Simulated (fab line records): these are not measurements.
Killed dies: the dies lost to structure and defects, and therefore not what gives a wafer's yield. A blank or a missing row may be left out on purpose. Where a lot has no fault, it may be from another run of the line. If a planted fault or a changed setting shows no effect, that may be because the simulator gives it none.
fab line records | flow nand-harc
[record] lots = 13 | wafers = 39 | last-day = 23
route steps=1159 shown P_CONTACT@243 THIN_TSV@1136 END@1159
lots that met no fault: from a run of the same line without faults
start-h: the number of hours between the record's first day and the start of the first shown wafer of the lot | wait-h: hours since the lot's step before | " repeats the value in the row above | L1.1+2: several wafers, shown together as one row | - no value, or no start was given | * or withheld: withheld | < > ~ a bound
route shown NAME@n: a module of which the file shows steps, and the number in the route of the first | usual: average and standard deviation across the fault-free wafers | same: alike in all rows | chamber/n: place in a boat | sites: per-site readings | _std_site: standard deviation of those values | _edge_site: the outer-site mean with the inner-site mean subtracted | radius-mm: how far each site lies from the wafer's centre | mask NAME#n: copy n | behind: the most recent tool/chamber to have shaped the wafer | hold: the reason the lot was held/the length of the hold in hours/how it ended | device: whichever transistor did not switch (one of n, p or np) | end of line: tests of these same wafers at the route's end | step lacking rows: just its recipe | killed: dies lost to structure and defects at the first sort, not the wafer's yield | map: a wafer's dies, x killed, . not, _ none there
set.NAME: setting as actually run; set.NAME@STEP: the setting as run at that earlier step | model.NAME: the simulator's own value behind a step, which no gauge read
the route's steps for a sample of lots (tables are steps, rows are wafers)
services: a tool's chamber out of use, with start hour (start-h, from the record's first day; less than 0 if before it), hours out, and reason
[[steps]]
[step NHARC_P_CONTACT_STRIP_29]
[recipe] time-s = 1200 | temp-c = 72.5 | chemistry = post-etch-residue-remover
[usual] temp-c = 72.51/0.11
lot.wafer | tool         | chamber | start-h | wait-h | temp-c
L214.5    | wet-bench-02 | 4       | 110.58  | -      | 72.54
L214.1    | "            | 5       | "       | "      | 72.38
L214.2    | "            | 6       | "       | "      | 72.43
L215.5    | wet-bench-02 | 6       | 113.18  | -      | 72.42
L215.1    | "            | 0       | "       | "      | 72.50
L215.4    | "            | 2       | "       | "      | 72.66
L216.4    | wet-bench-09 | 1       | 121.89  | -      | 72.51
L216.1    | "            | 2       | "       | "      | 72.51
L216.6    | "            | 3       | "       | "      | 72.59
L217.6    | wet-bench-02 | 4       | 122.51  | -      | 72.63
L217.2    | "            | 5       | "       | "      | 72.47
L217.4    | "            | 6       | "       | "      | 72.49
L218.1    | wet-bench-03 | 0       | 132.69  | -      | 72.24
L218.5    | "            | 1       | "       | "      | 72.45
L218.3    | "            | 2       | "       | "      | 72.49
L219.6    | wet-bench-03 | 0       | 146.06  | -      | 72.35
L219.2    | "            | 2       | "       | "      | 72.52
L219.5    | "            | 4       | "       | "      | 72.64
L222.1    | wet-bench-09 | 2       | 155.06  | -      | 72.77
L222.6    | "            | 3       | "       | "      | 72.69
L222.5    | "            | 5       | "       | "      | 72.44
L221.6    | wet-bench-03 | 7       | 155.16  | -      | 72.44
L221.5    | "            | 1       | "       | "      | 72.40
L221.2    | "            | 3       | "       | "      | 72.52
L228.6    | wet-bench-03 | 7       | 193.43  | -      | 72.40
L228.5    | "            | 1       | "       | "      | 72.54
L228.3    | "            | 2       | "       | "      | 72.53
L225.6    | wet-bench-03 | 3       | 194.45  | -      | 72.70
L225.4    | "            | 5       | "       | "      | 72.70
L225.5    | "            | 6       | "       | "      | 72.49
L226.2    | wet-bench-02 | 0       | 195.10  | -      | 72.52
L226.3    | "            | 3       | "       | "      | 72.38
L226.1    | "            | 4       | "       | "      | 72.41
L231.3    | wet-bench-03 | 4       | 209.71  | -      | 72.52
L231.1    | "            | 5       | "       | "      | 72.42
L231.5    | "            | 6       | "       | "      | 72.48
L230.4    | wet-bench-03 | 4       | 210.44  | -      | 72.41
L230.5    | "            | 6       | "       | "      | 72.69
L230.6    | "            | 1       | "       | "      | 72.47
[step NHARC_THIN_TSV_DEGAS_53]
[recipe] temp-c = 300 | time-s = 60
[usual] heater-power-w = 492/48 | susceptor-temp-C = 300.00/0.16
lot.wafer | tool           | chamber | start-h | wait-h | heater-power-w | susceptor-temp-C
L214.2    | pvd-sputter-02 | -       | 430.28  | 0.1    | 459            | 300.08
L214.1    | "              | -       | "       | "      | 440            | 300.24
L214.5    | "              | -       | "       | "      | 442            | 299.82
L215.1    | pvd-sputter-01 | -       | 431.45  | 0.1    | 536            | -
L215.4    | "              | -       | "       | "      | 447            | -
L215.5    | "              | -       | "       | "      | 486            | -
L218.1    | pvd-sputter-03 | -       | 438.22  | 0.1    | 557            | 299.90
L218.3    | "              | -       | "       | "      | 477            | 299.99
L218.5    | "              | -       | "       | "      | 487            | 299.76
L217.4    | pvd-sputter-01 | -       | 439.53  | 0.1    | 494            | 300.03
L217.2    | "              | -       | "       | "      | 440            | 300.23
L217.6    | "              | -       | "       | "      | 503            | 299.91
L219.2    | pvd-sputter-01 | -       | 447.56  | 0.1    | 538            | -
L219.6    | "              | -       | "       | "      | 500            | -
L219.5    | "              | -       | "       | "      | 437            | -
L216.1    | pvd-sputter-03 | -       | 453.19  | 0.1    | 547            | -
L216.4    | "              | -       | "       | "      | 498            | -
L216.6    | "              | -       | "       | "      | 512            | -
L222.1    | pvd-sputter-02 | -       | 481.10  | 0.1    | 461            | 299.83
L222.5    | "              | -       | "       | "      | 477            | 299.95
L222.6    | "              | -       | "       | "      | 439            | 299.98
L221.2    | pvd-sputter-02 | -       | 481.96  | 0.1    | 466            | 299.94
L221.6    | "              | -       | "       | "      | 457            | 300.30
L221.5    | "              | -       | "       | "      | 490            | 299.82
L228.3    | pvd-sputter-01 | -       | 502.21  | 0.1    | 487            | 300.04
L228.6    | "              | -       | "       | "      | 475            | 300.15
L228.5    | "              | -       | "       | "      | 544            | 300.13
L226.1    | pvd-sputter-01 | -       | 503.60  | 0.1    | 531            | -
L226.3    | "              | -       | "       | "      | 515            | -
L226.2    | "              | -       | "       | "      | 478            | -
L225.4    | pvd-sputter-01 | -       | 504.56  | 0.1    | 499            | 300.10
L225.6    | "              | -       | "       | "      | 502            | 300.32
L225.5    | "              | -       | "       | "      | 441            | 299.90
L230.4    | pvd-sputter-03 | -       | 522.80  | 0.1    | 541            | 299.93
L230.5    | "              | -       | "       | "      | 471            | 299.96
L230.6    | "              | -       | "       | "      | 538            | 299.84
L231.3    | pvd-sputter-01 | -       | 524.14  | 0.1    | 439            | 299.92
L231.1    | "              | -       | "       | "      | 544            | 300.00
L231.5    | "              | -       | "       | "      | 456            | 299.78
[step NHARC_THIN_TSV_PRE_CLEAN_54]
[recipe] time-s = 30 | temp-c = 280 | gas = H2/He
[usual] heater-power-w = 433/45 | susceptor-temp-C = 279.99/0.18
lot.wafer | tool           | chamber | start-h | wait-h | heater-power-w | susceptor-temp-C
L214.1    | pvd-sputter-02 | -       | 430.35  | 0.1    | 401            | 280.23
L214.2    | "              | -       | "       | "      | 429            | 279.86
L214.5    | "              | -       | "       | "      | 411            | 279.85
L215.4    | pvd-sputter-01 | -       | 431.53  | 0.0    | 391            | 280.13
L215.1    | "              | -       | "       | "      | 425            | 280.05
L215.5    | "              | -       | "       | "      | 391            | 280.06
L218.3    | pvd-sputter-03 | -       | 438.29  | 0.1    | 557            | 279.94
L218.1    | "              | -       | "       | "      | 435            | 279.89
L218.5    | "              | -       | "       | "      | 558            | 279.96
L217.2    | pvd-sputter-01 | -       | 439.70  | 0.2    | 437            | 279.95
L217.4    | "              | -       | "       | "      | 391            | 279.94
L217.6    | "              | -       | "       | "      | 482            | 280.07
L219.2    | pvd-sputter-01 | -       | 447.63  | 0.1    | 470            | 280.04
L219.5    | "              | -       | "       | "      | 380            | 280.07
L219.6    | "              | -       | "       | "      | 423            | 279.96
L216.1    | pvd-sputter-03 | -       | 453.26  | 0.1    | 441            | 279.80
L216.4    | "              | -       | "       | "      | 434            | 279.99
L216.6    | "              | -       | "       | "      | 485            | 279.80
L222.1    | pvd-sputter-02 | -       | 481.19  | 0.1    | 391            | 280.00
L222.6    | "              | -       | "       | "      | 397            | 279.96
L222.5    | "              | -       | "       | "      | 412            | 280.28
L221.2    | pvd-sputter-02 | -       | 482.02  | 0.1    | 400            | 280.11
L221.5    | "              | -       | "       | "      | 432            | 280.02
L221.6    | "              | -       | "       | "      | 410            | 279.91
L228.3    | pvd-sputter-01 | -       | 502.30  | 0.1    | 394            | -
L228.6    | "              | -       | "       | "      | 430            | -
L228.5    | "              | -       | "       | "      | 390            | -
L226.1    | pvd-sputter-01 | -       | 503.68  | 0.1    | 438            | 279.71
L226.3    | "              | -       | "       | "      | 427            | 279.85
L226.2    | "              | -       | "       | "      | 485            | 280.24
L225.4    | pvd-sputter-01 | -       | 504.63  | 0.1    | 392            | 279.85
L225.5    | "              | -       | "       | "      | 391            | 279.95
L225.6    | "              | -       | "       | "      | 442            | 280.23
L230.4    | pvd-sputter-03 | -       | 522.90  | 0.1    | 439            | 279.97
L230.5    | "              | -       | "       | "      | 588            | 280.42
L230.6    | "              | -       | "       | "      | 404            | 280.15
L231.3    | pvd-sputter-01 | -       | 524.21  | 0.1    | 442            | -
L231.1    | "              | -       | "       | "      | 434            | -
L231.5    | "              | -       | "       | "      | 473            | -
[step NHARC_THIN_TSV_ETCH_36]
[recipe] target-depth-a = 650 | over-etch-frac = 0.3 | time-s = 18.571 | ion-energy-ev = 150 | chemistry = Cl2/BCl3
[usual] chamber-pressure-mTorr = 10.001/0.0097 | drypump-motor-current-A = 5.6/0.54 | oes-product-au = 1.000/0.0068
lot.wafer | tool         | chamber | start-h | wait-h | chamber-pressure-mTorr | drypump-motor-current-A | oes-product-au | rf-hours-counter-h
L214.1    | rie-metal-02 | 0       | 431.97  | 0.2    | 10.000                 | 5.5                     | 0.995          | 1.2
L214.2    | "            | 1       | "       | "      | 10.016                 | 4.9                     | 0.998          | 1.2
L214.5    | "            | 1       | "       | "      | 10.019                 | 4.9                     | 0.994          | -
L215.1    | rie-metal-03 | 0       | 433.15  | 0.2    | 10.006                 | 6.5                     | 1.008          | 3.8
L215.4    | "            | 1       | "       | "      | 9.990                  | 5.1                     | 0.992          | -
L215.5    | "            | 1       | "       | "      | 9.992                  | 5.1                     | 0.996          | -
L218.1    | rie-metal-03 | 0       | 439.78  | 0.2    | 10.010                 | 6.5                     | 0.997          | 4.0
L218.3    | "            | 0       | "       | "      | 10.000                 | 6.5                     | 0.995          | -
L218.5    | "            | 0       | "       | "      | 9.999                  | 6.5                     | 1.002          | -
L217.2    | rie-metal-03 | 0       | 441.31  | 0.2    | 10.009                 | 6.5                     | 1.002          | 4.2
L217.4    | "            | 0       | "       | "      | 9.992                  | 6.5                     | 1.000          | -
L217.6    | "            | 0       | "       | "      | 9.991                  | 6.5                     | 0.996          | -
L219.2    | rie-metal-02 | 0       | 449.22  | 0.2    | 10.012                 | 5.5                     | 0.999          | 1.8
L219.6    | "            | 1       | "       | "      | 10.023                 | 4.9                     | 1.006          | -
L219.5    | "            | 0       | "       | "      | 9.994                  | 5.5                     | 0.999          | -
L216.1    | rie-metal-02 | 1       | 454.89  | 0.2    | 10.013                 | 4.9                     | 1.000          | 2.0
L216.4    | "            | 0       | "       | "      | 10.005                 | 5.5                     | 0.985          | -
L216.6    | "            | 0       | "       | "      | 10.009                 | 5.5                     | 0.993          | -
L222.1    | rie-metal-01 | 0       | 482.78  | 0.2    | 10.010                 | 5.8                     | 0.987          | 4.3
L222.5    | "            | 1       | "       | "      | 9.997                  | 5.9                     | 0.989          | -
L222.6    | "            | 0       | "       | "      | 9.991                  | 5.8                     | 1.001          | -
L221.2    | rie-metal-02 | 0       | 483.62  | 0.2    | 10.001                 | 5.5                     | 1.000          | 2.7
L221.6    | "            | 0       | "       | "      | 10.002                 | 5.5                     | 1.003          | -
L221.5    | "            | 1       | "       | "      | 10.000                 | 4.9                     | 1.009          | -
L228.3    | rie-metal-02 | 1       | 503.80  | 0.1    | 10.004                 | 4.9                     | 1.004          | -
L228.6    | "            | 0       | "       | "      | 10.015                 | 5.5                     | 1.008          | -
L228.5    | "            | 1       | "       | "      | 10.001                 | 4.9                     | 1.004          | -
L226.1    | rie-metal-03 | 0       | 505.29  | 0.2    | 10.015                 | 6.5                     | 1.000          | 1.0
L226.2    | "            | 1       | "       | "      | 10.030                 | 5.2                     | 0.998          | 1.0
L226.3    | "            | 0       | "       | "      | 9.983                  | 6.5                     | 1.006          | -
L225.4    | rie-metal-01 | 0       | 506.28  | 0.1    | 9.990                  | 5.8                     | 0.988          | -
L225.6    | "            | 1       | "       | "      | 9.997                  | 5.9                     | 0.997          | -
L225.5    | "            | 0       | "       | "      | 9.997                  | 5.8                     | 0.990          | -
L230.4    | rie-metal-01 | 1       | 524.52  | 0.2    | 9.997                  | 5.9                     | 1.015          | -
L230.5    | "            | 1       | "       | "      | 9.994                  | 5.9                     | 1.010          | -
L230.6    | "            | 0       | "       | "      | 10.004                 | 5.8                     | 1.013          | -
L231.1    | rie-metal-02 | 1       | 525.69  | 0.2    | 9.996                  | 4.9                     | 1.005          | 3.8
L231.3    | "            | 0       | "       | "      | 10.008                 | 5.5                     | 1.001          | -
L231.5    | "            | 0       | "       | "      | 9.992                  | 5.5                     | 0.997          | -
[step NHARC_END_SORT_01]
[recipe] temp-c = 25
[usual] killed-at-array = 26/8.6 | killed-at-other = 0.7/0.97 | killed-at-periphery = 3.2/2.2 | killed-dies = 30/8.9 | killed-open = 3.1/1.8 | killed-short = 2.2/1.8
[same] gross-dies = 677
lot.wafer | tool      | chamber | start-h | wait-h | killed-at-array | killed-at-other | killed-at-periphery | killed-dies | killed-open | killed-short
L230.4    | prober-01 | 0       | 535.09  | 3.4    | 37              | 4               | 49                  | 90          | 4           | 3
L230.5    | prober-01 | 0       | 535.91  | 3.7    | 49              | 2               | 76                  | 127         | 4           | 1
L230.6    | prober-01 | 0       | 536.72  | 4.1    | 36              | 3               | 68                  | 107         | 3           | 1
L231.1    | prober-02 | 0       | 540.52  | 2.5    | 30              | 1               | 46                  | 77          | 4           | 0
L231.3    | prober-02 | 0       | 542.15  | 3.1    | 23              | 0               | 39                  | 62          | 2           | 5
L231.5    | prober-02 | 0       | 543.78  | 3.8    | 22              | 0               | 72                  | 94          | 0           | 1
// killed by level:class
L230.4 P_CONTACT:unspecified=44 A_SLIT:chamber-film-flake=15 A_CHANNEL_HOLE_D1:chamber-film-flake=10 A_CONTACT:chamber-film-flake=5 P_M2:chamber-film-flake=4 THIN_TSV:chamber-film-flake=4 A_ONON_D1:geometric-particle:open=2 P_M0:geometric-particle:open=1
L230.5 P_CONTACT:unspecified=73 A_SLIT:chamber-film-flake=18 A_CHANNEL_HOLE_D1:chamber-film-flake=17 A_CONTACT:chamber-film-flake=8 A_STAIRCASE:chamber-film-flake=2 A_WL_FILL:chamber-film-flake=2 P_GATE:geometric-particle:open=1 P_CONTACT:geometric-particle:open=1
L230.6 P_CONTACT:unspecified=64 A_CHANNEL_HOLE_D1:chamber-film-flake=20 A_SLIT:chamber-film-flake=9 A_CONTACT:chamber-film-flake=6 THIN_TSV:chamber-film-flake=2 P_GATE:geometric-particle:open=1 P_M2:geometric-particle:open=1 A_SGD_CUT:geometric-particle:short=1
L231.1 P_CONTACT:unspecified=45 A_SLIT:chamber-film-flake=14 A_CHANNEL_HOLE_D1:chamber-film-flake=7 A_CONTACT:chamber-film-flake=4 A_STAIRCASE:chamber-film-flake=2 P_CONTACT:geometric-particle:open=1 A_SOURCE_PLATE:geometric-particle:open=1 A_CHANNEL_FILL_D1:geometric-particle:open=1
L231.3 P_CONTACT:unspecified=37 A_SLIT:chamber-film-flake=8 A_CHANNEL_HOLE_D1:chamber-film-flake=3 A_CONTACT:chamber-film-flake=3 A_WL_FILL:geometric-particle:short=2 A_M0:geometric-particle:short=2 A_STAIRCASE:chamber-film-flake=2 P_M1:geometric-particle:short=1
L231.5 P_CONTACT:unspecified=72 A_SLIT:chamber-film-flake=11 A_CHANNEL_HOLE_D1:chamber-film-flake=4 A_STAIRCASE:chamber-film-flake=3 A_CONTACT:chamber-film-flake=2 A_WL_FILL:geometric-particle:short=1 A_BLC:chamber-film-flake=1
[[services]]
tool           | chamber | start-h | hours | kind
rie-metal-03   | -       | 99.00   | 9.0   | pm
pvd-sputter-03 | -       | 102.00  | 10.0  | pm
wet-bench-03   | -       | 146.40  | 8.0   | pm
pvd-sputter-01 | -       | 171.28  | 10.0  | pm
pvd-sputter-03 | -       | 183.89  | 4.5   | repair
rie-metal-02   | -       | 187.65  | 0.4   | repair
rie-metal-02   | -       | 211.00  | 9.0   | pm
pvd-sputter-02 | -       | 213.63  | 2.5   | repair
pvd-sputter-02 | -       | 216.17  | 10.0  | pm
pvd-sputter-03 | -       | 237.51  | 0.7   | repair
pvd-sputter-01 | -       | 264.67  | 0.5   | repair
pvd-sputter-03 | -       | 280.00  | 10.0  | pm
rie-metal-02   | 0       | 288.42  | 20.7  | repair
pvd-sputter-02 | -       | 289.10  | 0.5   | repair
wet-bench-03   | -       | 322.40  | 8.0   | pm
pvd-sputter-01 | -       | 349.32  | 10.0  | pm
wet-bench-03   | -       | 358.03  | 1.8   | repair
rie-metal-02   | -       | 388.00  | 9.0   | pm
pvd-sputter-02 | -       | 394.17  | 10.0  | pm
pvd-sputter-03 | -       | 403.52  | 0.9   | repair
pvd-sputter-03 | -       | 406.12  | 5.2   | repair
pvd-sputter-01 | -       | 453.77  | 5.1   | repair
pvd-sputter-02 | -       | 486.75  | 1.9   | repair
wet-bench-03   | -       | 498.40  | 8.0   | pm
[[key]]
[first-sign] step = NHARC_END_SORT_01 | reading = killed-at-periphery | direction = up | sigmas = 25 | usual = 3.2 | struck = 58.3
[effect] step = NHARC_END_SORT_01 | reading = killed-dies | direction = up | sigmas = 7.1 | usual = 30 | struck = 93
[more-kills-born-at] NHARC_P_CONTACT_STRIP_29@wet-bench-03 = 335
met-at NHARC_P_CONTACT_STRIP_29
struck-lots L230,L231
tester-left-out L230,L231
[loop-trim] step = NHARC_P_CONTACT_EXPOSE_09 | setting = dose | lots = L230
not-acting-at NHARC_THIN_TSV_DEGAS_53,NHARC_THIN_TSV_PRE_CLEAN_54,NHARC_THIN_TSV_ETCH_36
onset-between 194.45 209.71
also-fits time
[fault] kind = chamber-particle-source | tool = wet-bench-03 | chamber = - | onset-h = 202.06 | steps = NHARC_P_CONTACT_STRIP_29 | rate-per-visit-cm2 = 0.40603 | end-h = 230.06
// tester-left-out: of these lots the tester's yield and bins aren't shown, on N5 and GAA mostly nor the transistor test; their killed dies are dies lost to structure and defects alone, not to doping, threshold or leakage, so they don't give the yield
// loop-trim: a control loop set the setting to another value than it would have without faults
